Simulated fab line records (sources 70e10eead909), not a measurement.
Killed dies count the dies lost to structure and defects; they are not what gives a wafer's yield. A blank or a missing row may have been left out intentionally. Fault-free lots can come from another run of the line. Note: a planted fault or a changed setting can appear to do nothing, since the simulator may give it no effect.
Chamber matching	flow nand-harc	pecvd-04 running NHARC_A_STAIRCASE_DEP_325: 3 sister chambers
The step deposits SiO2, target thk 3800 nm. 6 wafers are shown with their chamber, then 9 later ones without.

## WAFERS WITH THEIR CHAMBER
wafer	chamber	heater-power-w (W)	rf-fwd-power-W (W)
L085.2	2	840	500.0
L084.3	0	686	501.4
L084.6	2	752	498.4
L087.2	1	752	500.5
L087.4	1	631	498.8
L087.5	0	546	501.0

## WAFERS WHOSE CHAMBER IS MISSING
wafer	heater-power-w (W)	rf-fwd-power-W (W)
L093.1	728	498.4
L093.3	673	496.5
L093.5	514	497.9
L095.1	638	500.2
L095.2	920	500.7
L095.6	547	501.0
L097.2	735	497.3
L097.5	556	499.1
L097.6	753	499.2

## CHAMBER TAKEN BY EACH
wafer	from the rows above	in truth
L093.1	can't be placed: 2 or 1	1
L093.3	can't be placed: 2 or 1 or 0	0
L093.5	can't be placed: 1 or 0 or 2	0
L095.1	can't be placed: 1 or 0 or 2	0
L095.2	can't be placed: 2 or 1 or 0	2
L095.6	can't be placed: 0 or 1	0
L097.2	can't be placed: 2 or 1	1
L097.5	can't be placed: 1 or 0 or 2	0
L097.6	can't be placed: 2 or 1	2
Correctly placed: 0 of 9. From these rows, 9 cannot be placed; in 9 the true chamber is one of the candidates. Wrongly placed: 0.
How it was worked out, from the rows above alone: a wafer's distance from a chamber is the root of the sum, over the readings, of the square of ((its reading less the chamber's mean) divided by the reading's scatter). If the next closest chamber is less than 2 further off than the closest, the wafer can't be placed; otherwise it belongs to the closest. A chamber's mean is the mean of its shown wafers. How the scatter is found: for the shown wafers, subtract from each reading the mean of its chamber, square and add these, divide the total by (wafers less chambers), then take the root.
